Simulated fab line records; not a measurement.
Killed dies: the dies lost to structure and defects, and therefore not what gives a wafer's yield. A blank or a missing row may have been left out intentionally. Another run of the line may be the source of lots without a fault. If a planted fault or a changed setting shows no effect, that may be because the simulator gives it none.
Split-lot trial || flow n5-finfet || on a route of 1938 steps: 7 lots, 18 wafers read

SPLIT DETAILS
At N5_BEOL_M0_SPUTTER_116 (material Cu, target thk 4 nm, time 7.37 s), the setting time-s was moved away from the recipe's 7.37 s on 4 of the 18 wafers read, by -9.8% to +11.4%. For the rest of the wafers, this setting stayed at what the recipe calls for.

The reading comes from the split's own step.

THE READING
Cu_of_BEOL_M0_SPUTTER_116.thk-nm (the simulator's own value, which no gauge read), in nm, at N5_BEOL_M0_SPUTTER_116 (material Cu, target thk 4 nm, time 7.37 s). No usual value for it is given in the file. Across the 14 wafers here that went through the recipe, the average is 4.0 nm and the standard deviation 0.052 nm.

{"wafer": "L078.4", "tool, chamber at the split": "pvd-sputter-01, -", "time-s as run, s": 7.37, "against the recipe": "recipe", "Cu_of_BEOL_M0_SPUTTER_116.thk-nm, nm": 4, "against lot-mates on the recipe": "-"}
{"wafer": "L078.5", "tool, chamber at the split": "pvd-sputter-01, -", "time-s as run, s": 7.37, "against the recipe": "recipe", "Cu_of_BEOL_M0_SPUTTER_116.thk-nm, nm": 4, "against lot-mates on the recipe": "-"}
{"wafer": "L078.6", "tool, chamber at the split": "pvd-sputter-01, -", "time-s as run, s": 7.37, "against the recipe": "recipe", "Cu_of_BEOL_M0_SPUTTER_116.thk-nm, nm": 4, "against lot-mates on the recipe": "-"}
{"wafer": "L082.1", "tool, chamber at the split": "pvd-sputter-01, -", "time-s as run, s": 6.778, "against the recipe": "-8.0%", "Cu_of_BEOL_M0_SPUTTER_116.thk-nm, nm": 3.6, "against lot-mates on the recipe": -0.2}
{"wafer": "L082.3", "tool, chamber at the split": "pvd-sputter-01, -", "time-s as run, s": 7.37, "against the recipe": "recipe", "Cu_of_BEOL_M0_SPUTTER_116.thk-nm, nm": 3.8, "against lot-mates on the recipe": "-"}
{"wafer": "L083.1", "tool, chamber at the split": "pvd-sputter-03, -", "time-s as run, s": 7.37, "against the recipe": "recipe", "Cu_of_BEOL_M0_SPUTTER_116.thk-nm, nm": 4, "against lot-mates on the recipe": "-"}
{"wafer": "L083.5", "tool, chamber at the split": "pvd-sputter-03, -", "time-s as run, s": 6.649, "against the recipe": "-9.8%", "Cu_of_BEOL_M0_SPUTTER_116.thk-nm, nm": 3.6, "against lot-mates on the recipe": -0.4}
{"wafer": "L086.2", "tool, chamber at the split": "pvd-sputter-01, -", "time-s as run, s": 7.37, "against the recipe": "recipe", "Cu_of_BEOL_M0_SPUTTER_116.thk-nm, nm": 4, "against lot-mates on the recipe": "-"}
{"wafer": "L086.5", "tool, chamber at the split": "pvd-sputter-01, -", "time-s as run, s": 7.37, "against the recipe": "recipe", "Cu_of_BEOL_M0_SPUTTER_116.thk-nm, nm": 4, "against lot-mates on the recipe": "-"}
{"wafer": "L086.6", "tool, chamber at the split": "pvd-sputter-01, -", "time-s as run, s": 7.37, "against the recipe": "recipe", "Cu_of_BEOL_M0_SPUTTER_116.thk-nm, nm": 4, "against lot-mates on the recipe": "-"}
{"wafer": "L091.4", "tool, chamber at the split": "pvd-sputter-01, -", "time-s as run, s": 7.37, "against the recipe": "recipe", "Cu_of_BEOL_M0_SPUTTER_116.thk-nm, nm": 4, "against lot-mates on the recipe": "-"}
{"wafer": "L091.5", "tool, chamber at the split": "pvd-sputter-01, -", "time-s as run, s": 7.37, "against the recipe": "recipe", "Cu_of_BEOL_M0_SPUTTER_116.thk-nm, nm": 4, "against lot-mates on the recipe": "-"}
{"wafer": "L091.6", "tool, chamber at the split": "pvd-sputter-01, -", "time-s as run, s": 8.192, "against the recipe": "+11.2%", "Cu_of_BEOL_M0_SPUTTER_116.thk-nm, nm": 4.4, "against lot-mates on the recipe": "+0.4"}
{"wafer": "L095.2", "tool, chamber at the split": "pvd-sputter-02, -", "time-s as run, s": 7.37, "against the recipe": "recipe", "Cu_of_BEOL_M0_SPUTTER_116.thk-nm, nm": 4, "against lot-mates on the recipe": "-"}
{"wafer": "L095.3", "tool, chamber at the split": "pvd-sputter-02, -", "time-s as run, s": 7.37, "against the recipe": "recipe", "Cu_of_BEOL_M0_SPUTTER_116.thk-nm, nm": 4, "against lot-mates on the recipe": "-"}
{"wafer": "L095.6", "tool, chamber at the split": "pvd-sputter-02, -", "time-s as run, s": 7.37, "against the recipe": "recipe", "Cu_of_BEOL_M0_SPUTTER_116.thk-nm, nm": 4, "against lot-mates on the recipe": "-"}
{"wafer": "L097.2", "tool, chamber at the split": "pvd-sputter-03, -", "time-s as run, s": 7.37, "against the recipe": "recipe", "Cu_of_BEOL_M0_SPUTTER_116.thk-nm, nm": 4, "against lot-mates on the recipe": "-"}
{"wafer": "L097.6", "tool, chamber at the split": "pvd-sputter-03, -", "time-s as run, s": 8.212, "against the recipe": "+11.4%", "Cu_of_BEOL_M0_SPUTTER_116.thk-nm, nm": 4.4, "against lot-mates on the recipe": "+0.4"}

FIT RESULTS
A straight line over all 18 wafers: Cu_of_BEOL_M0_SPUTTER_116.thk-nm changes by +0.0392 nm for each +1% of time-s; r = +0.97; the points scatter about the line by 0.052 nm.
The same after taking each lot's own level away (the mean of its wafers on the recipe; 18 wafers): +0.035 nm for each +1%; r = +0.99; scatter 0.025 nm.
According to that fit, moving time-s by its largest amount changes the reading by 0.4 nm.
Measured against the standard deviation above, the lots' own levels, which go from 3.80 to 4.00 nm, span 3.9 times it.
Hence the slope depends on the lot-to-lot level, as the two fits are not the same.
Check: +0.403 nm against its lot-mates is what the line predicts for one of the wafers moved furthest among these (+11.4%) when that wafer is left out of the fit. Against them it came out at +0.4 nm.

ADDITIONAL SPLITS CARRIED BY THESE WAFERS
These wafers also went through other splits before the reading. Each is held against what the fit with the lots' levels taken away leaves over:
{"other split on the same wafers": "N5_BEOL_M0_SAQP_COAT_08 spin-rpm", "wafers away from the commonest value": 7, "r with Cu_of_BEOL_M0_SPUTTER_116.thk-nm (lot level and that fit taken away)": -0.11}
{"other split on the same wafers": "N5_BEOL_M0_SAQP_COAT_34 spin-rpm", "wafers away from the commonest value": 6, "r with Cu_of_BEOL_M0_SPUTTER_116.thk-nm (lot level and that fit taken away)": "+0.14"}
{"other split on the same wafers": "N5_BEOL_M0_SAQP_ETCH_88 source-w", "wafers away from the commonest value": 4, "r with Cu_of_BEOL_M0_SPUTTER_116.thk-nm (lot level and that fit taken away)": "+0.01"}

FILE'S OWN FIT
Cu_of_BEOL_M0_SPUTTER_116.thk-nm changes by +0.0351 nm for each +1% of time-s, r = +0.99.
